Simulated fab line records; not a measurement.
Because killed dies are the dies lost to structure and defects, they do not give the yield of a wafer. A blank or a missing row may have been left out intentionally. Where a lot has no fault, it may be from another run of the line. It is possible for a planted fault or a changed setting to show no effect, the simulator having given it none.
Which tool did it? ; flow n5 finfet ; 24 lots, 72 wafers sampled, at 6 steps of a route of 1938

== WHAT THE GAUGES SHOWED, per wafer ==
N5_BEOL_M4_OVL_MEAS_29.
lot;measured;on;V3_OVL (nm)
L075;day 7 11:19;overlay-02;0.7 0.6 0.5
L074;day 7 11:53;overlay-02;-0.4 0.5 0.4
L076;day 7 19:33;overlay-02;-1.1 0.1 -1.1
L077;day 8 11:05;overlay-02;0.6 0.5 1.0
L078;day 8 12:13;overlay-02;-0.3 0.2 -0.5
L079;day 8 16:49;overlay-02;-0.2 0.9 0.2
L080;day 9 00:43;overlay-01;1.2 0.6 0.6
L081;day 9 15:32;overlay-01;-0.4 -0.4 0.2
L082;day 9 15:40;overlay-02;-0.2 0.0 1.0
L083;day 9 18:14;overlay-01;-0.2 0.2 0.1
L084;day 9 21:35;overlay-02;-0.3 0.2 0.0
L086;day 10 07:47;overlay-02;-0.7 0.0 -0.2
L087;day 10 16:33;overlay-02;1.3 0.8 1.1
L085;day 10 20:08;overlay-02;0.5 1.2 0.8
L088;day 10 21:34;overlay-02;0.7 0.3 0.9
L089;day 11 09:02;overlay-01;-0.1 1.3 0.6
L090;day 11 09:53;overlay-02;0.3 1.4 -0.1
L091;day 11 18:12;overlay-02;0.1 0.2 0.2
L093;day 12 08:52;overlay-02;1.1 0.5 1.3
L094;day 12 20:02;overlay-01;0.3 0.9 0.3
L092;day 12 21:07;overlay-01;0.1 -0.1 -0.3
L095;day 13 04:58;overlay-01;0.3 0.3 0.0
L096;day 13 17:55;overlay-01;-1.0 -1.1 -0.6
L097;day 14 01:43;overlay-02;-0.9 -1.4 -0.3

N5_BEOL_M4_OCD_MEAS_38.
lot;measured;on;trench depth nm (nm)
L075;day 7 12:47;ocd-02;56.5 53.0 55.9
L074;day 7 13:06;ocd-02;53.5 54.4 56.3
L076;day 8 06:39;ocd-02;56.8 54.0 57.4
L077;day 8 12:42;ocd-01;55.3 53.3 56.1
L078;day 8 14:39;ocd-01;54.2 55.3 56.6
L079;day 8 19:22;ocd-02;54.6 56.9 54.2
L080;day 9 03:15;ocd-01;54.1 53.3 53.9
L081;day 9 16:33;ocd-02;53.9 56.1 56.5
L082;day 9 17:25;ocd-02;56.1 54.2 54.1
L083;day 9 22:27;ocd-01;57.3 56.9 56.8
L084;day 9 23:25;ocd-02;53.6 54.4 54.6
L086;day 10 15:12;ocd-01;55.4 53.4 55.4
L087;day 10 19:05;ocd-01;54.5 56.1 56.1
L085;day 10 22:14;ocd-01;53.7 55.3 55.9
L088;day 10 22:43;ocd-02;55.2 56.8 54.5
L089;day 11 22:16;ocd-01;54.5 54.3 55.9
L090;day 12 01:47;ocd-01;56.6 56.3 54.3
L091;day 12 07:31;ocd-02;55.3 58.2 54.1
L093;day 12 19:38;ocd-01;54.0 56.2 53.8
L094;day 13 04:10;ocd-02;55.9 57.1 55.2
L092;day 13 04:10;ocd-01;53.7 54.5 56.4
L095;day 13 11:41;ocd-01;54.7 58.2 54.5
L096;day 14 02:31;ocd-01;55.5 52.9 55.9
L097;day 14 09:21;ocd-01;54.3 54.7 56.2

N5_BEOL_M4_INSPECT_59: inspects for defects (darkfield).
lot;measured;on;raw defect count
L075;day 7 16:38;defect inspect-02;63 78 121
L074;day 7 17:02;defect inspect-01;88 156 79
L076;day 8 12:32;defect inspect-02;84 108 90
L077;day 8 17:43;defect inspect-02;102 67 76
L078;day 8 18:50;defect inspect-01;58 87 33
L079;day 9 00:20;defect inspect-01;73 44 32
L080;day 9 07:54;defect inspect-01;51 56 101
L081;day 9 20:39;defect inspect-01;115 80 69
L082;day 10 00:01;defect inspect-02;70 58 53
L083;day 10 02:04;defect inspect-02;56 83 77
L084;day 10 03:52;defect inspect-02;72 141 94
L086;day 10 21:04;defect inspect-01;90 39 95
L087;day 10 23:23;defect inspect-01;74 68 120
L085;day 11 02:00;defect inspect-02;49 63 38
L088;day 11 03:19;defect inspect-02;76 58 50
L089;day 12 02:35;defect inspect-01;106 65 119
L090;day 12 05:52;defect inspect-01;56 66 69
L091;day 12 12:55;defect inspect-02;73 57 57
L093;day 13 00:14;defect inspect-02;90 50 70
L094;day 13 07:58;defect inspect-02;101 169 89
L092;day 13 08:07;defect inspect-02;57 75 52
L095;day 13 17:07;defect inspect-02;66 56 91
L096;day 14 07:51;defect inspect-02;81 57 41
L097;day 14 13:18;defect inspect-01;39 50 41

N5_BEOL_M5_OVL_MEAS_29.
lot;measured;on;V4_OVL (nm)
L075;day 7 20:10;overlay-02;1.5 0.9 1.3
L074;day 7 20:44;overlay-02;0.0 -1.5 -0.1
L076;day 8 16:46;overlay-02;0.3 0.1 0.8
L077;day 8 22:04;overlay-01;-0.4 -0.6 0.0
L078;day 8 23:50;overlay-02;-0.1 -0.5 0.8
L079;day 9 04:08;overlay-02;-0.5 0.5 0.0
L080;day 9 14:05;overlay-01;0.5 -1.0 -0.5
L081;day 10 00:25;overlay-02;0.5 0.0 0.4
L082;day 10 05:34;overlay-01;1.0 -0.5 0.6
L083;day 10 06:05;overlay-01;0.8 1.1 0.4
L084;day 10 08:34;overlay-01;-0.5 0.5 -0.2
L086;day 11 00:58;overlay-01;-0.7 0.3 -0.2
L087;day 11 02:57;overlay-02;-1.0 -0.2 -0.5
L085;day 11 05:34;overlay-02;0.8 1.0 0.2
L088;day 11 06:55;overlay-01;1.9 0.8 0.4
L089;day 12 13:29;overlay-01;1.0 0.6 0.4
L090;day 12 13:20;overlay-01;-0.7 -0.4 0.0
L091;day 12 18:47;overlay-01;0.5 0.3 0.6
L093;day 13 03:41;overlay-02;0.2 -0.4 0.0
L094;day 13 13:36;overlay-01;-0.6 0.5 0.3
L092;day 13 13:25;overlay-01;-0.5 -0.5 -1.0
L095;day 13 23:20;overlay-01;0.0 -0.3 -0.5
L096;day 14 11:52;overlay-01;1.3 -0.6 0.7
L097;day 14 20:28;overlay-02;0.1 -0.7 -0.5

== WHAT TOOL EACH LOT RAN ON (gives the tool, then ch and the chambers of the sampled wafers, and finally the start) ==
lot;N5_BEOL_M4_STRIP_97;N5_BEOL_M5_CURE_79
L075;rie diel-05 ch 0,1,2, day 7 12:47 or earlier;uv cure-01 ch 1, day 7 17:46
L074;rie diel-04 ch 1,2,3, day 7 13:06 or earlier;uv cure-01 ch 2, day 7 18:19
L076;rie diel-06 ch 0,3, day 8 06:39 or earlier;uv cure-01 ch 2, day 8 13:35
L077;rie diel-04 ch 1,2,3, day 8 12:42 or earlier;uv cure-01 ch 1, day 8 18:47
L078;rie diel-04 ch 2,3, day 8 14:39 or earlier;uv cure-03 ch 1, day 8 19:53
L079;rie diel-06 ch 0,1,2, day 8 19:22 or earlier;uv cure-02 ch 2, day 9 01:23
L080;rie diel-05 ch 0,2, day 9 03:15 or earlier;uv cure-02 ch 1, day 9 08:57
L081;rie diel-05 ch 1,3, day 9 16:33 or earlier;uv cure-02 ch 2, day 9 21:42
L082;rie diel-05 ch 1,3, day 9 17:25 or earlier;uv cure-01 ch 1, day 10 01:15
L083;rie diel-05 ch 1, day 9 22:27 or earlier;uv cure-02 ch 0, day 10 03:12
L084;rie diel-04 ch 1,2, day 9 23:25 or earlier;uv cure-01 ch 0, day 10 04:59
L086;rie diel-06 ch 0,2, day 10 15:12 or earlier;uv cure-03 ch 0, day 10 22:12
L087;rie diel-05 ch 0,1,2, day 10 19:05 or earlier;uv cure-03 ch 0, day 11 00:25
L085;rie diel-06 ch 0,2, day 10 22:14 or earlier;uv cure-02 ch 0, day 11 03:04
L088;rie diel-06 ch 0,3, day 10 22:43 or earlier;uv cure-03 ch 2, day 11 04:28
L089;rie diel-04 ch 0,2,3, day 11 22:16 or earlier;uv cure-01 ch 2, day 12 03:38
L090;rie diel-05 ch 0,1,2, day 12 01:47 or earlier;uv cure-01 ch 2, day 12 07:04
L091;rie diel-06 ch 0,1,2, day 12 07:31 or earlier;uv cure-02 ch 0, day 12 13:58
L093;rie diel-04 ch 1,2,3, day 12 19:38 or earlier;uv cure-03 ch 1, day 13 01:17
L094;rie diel-05 ch 0,3, day 13 04:10 or earlier;uv cure-03 ch 2, day 13 09:10
L092;rie diel-06 ch 0,2,3, day 13 04:10 or earlier;uv cure-02 ch 2, day 13 09:10
L095;rie diel-06 ch 0,1, day 13 11:41 or earlier;uv cure-03 ch 1, day 13 18:29
L096;rie diel-04 ch 1,3, day 14 02:31 or earlier;uv cure-01 ch 0, day 14 08:54
L097;rie diel-04 ch 0,2,3, day 14 09:21 or earlier;uv cure-02 ch 2, day 14 14:21
- N5_BEOL_M4_STRIP_97: strips in N2/H2, time 10 s.
- N5_BEOL_M5_CURE_79: cures SiCOH lowk, time 240 s.

== WHAT THE TOOLS THEMSELVES READ (means of the sampled wafers that have a number; where no wafer has one, the mark that the record gives instead) ==
N5_BEOL_M4_STRIP_97.
lot;tool;drypump motor current A (A);oes product au (a.u.);rf vpp V (V);showerhead plenum p Torr (Torr);throttle valve pct (%)
L075;rie diel-05;5.7;0.75;58.5;2.51;23.5
L074;rie diel-04;5.5;0.77;59.0;2.52;23.3
L076;rie diel-06;6.5;0.80;58.7;2.48;23.7
L077;rie diel-04;5.5;0.77;59.4;2.52;23.3
L078;rie diel-04;5.6;0.77;58.4;2.59;23.6
L079;rie diel-06;6.0;0.69;58.6;2.47;23.9
L080;rie diel-05;5.3;0.69;59.5;2.54;23.5
L081;rie diel-05;5.9;0.79;60.1;2.50;24.0
L082;rie diel-05;5.8;0.74;59.9;2.51;24.2
L083;rie diel-05;6.0;0.85;58.1;2.50;23.7
L084;rie diel-04;5.6;0.70;59.3;2.57;23.6
L086;rie diel-06;6.2;0.88;58.2;2.46;23.5
L087;rie diel-05;5.6;0.83;59.2;2.60;23.4
L085;rie diel-06;6.2;0.86;59.1;2.46;23.6
L088;rie diel-06;6.6;0.90;59.1;2.47;23.4
L089;rie diel-04;5.6;0.81;59.4;2.60;23.5
L090;rie diel-05;5.6;0.81;59.7;2.60;23.4
L091;rie diel-06;6.0;0.85;58.4;2.46;23.6
L093;rie diel-04;5.4;0.72;58.9;2.50;23.4
L094;rie diel-05;5.7;0.91;60.3;2.62;23.5
L092;rie diel-06;6.2;0.79;59.4;2.45;23.7
L095;rie diel-06;6.4;0.90;58.3;2.47;23.4
L096;rie diel-04;5.3;0.76;59.0;2.43;23.0
L097;rie diel-04;5.6;0.79;59.5;2.59;23.5

N5_BEOL_M5_CURE_79.
lot;tool;lamp power pct (%);wafer_temp_C_max
L075;uv cure-01;52.28;387.5
L074;uv cure-01;52.29;387.2
L076;uv cure-01;52.31;387.3
L077;uv cure-01;52.31;387.3
L078;uv cure-03;52.35;386.3
L079;uv cure-02;52.28;387.5
L080;uv cure-02;52.31;386.6
L081;uv cure-02;52.32;387.5
L082;uv cure-01;52.34;387.1
L083;uv cure-02;52.32;387.0
L084;uv cure-01;52.32;386.7
L086;uv cure-03;52.35;386.1
L087;uv cure-03;52.30;386.1
L085;uv cure-02;52.36;387.0
L088;uv cure-03;52.32;386.5
L089;uv cure-01;52.27;387.3
L090;uv cure-01;52.32;387.1
L091;uv cure-02;52.32;386.9
L093;uv cure-03;52.30;386.2
L094;uv cure-03;52.37;386.5
L092;uv cure-02;52.29;387.1
L095;uv cure-03;52.29;386.4
L096;uv cure-01;52.32;387.0
L097;uv cure-02;52.28;387.3

== THE ANSWER, worked out from the rows above alone ==
Rule: the lots themselves supply what counts as usual. Put in order of their means at a reading, lots are off if they are a third of the lots or fewer, leave a main group of 4 or more, and stand apart from it by a gap of 3 or more times the standard deviation of the main group's means; of several such gaps the widest counts. A main group whose means are all the same, to the digits that the tables above print for the reading, isn't used. A lot without any number at a reading at which 4 lots or more have one is off too. Where the step has rows for the other lots, those lots are counted as sound. Order of review: gauges by route order, followed by the tools' own readings, for which a lot's mean as printed above is used. At the first step where some lot is off, the reading lying furthest off is the one used; lots without a number count as furthest.
No lot is off on any of the readings shown, so nothing can be concluded from this.

== WHAT THE SIMULATOR HAD INSERTED ==
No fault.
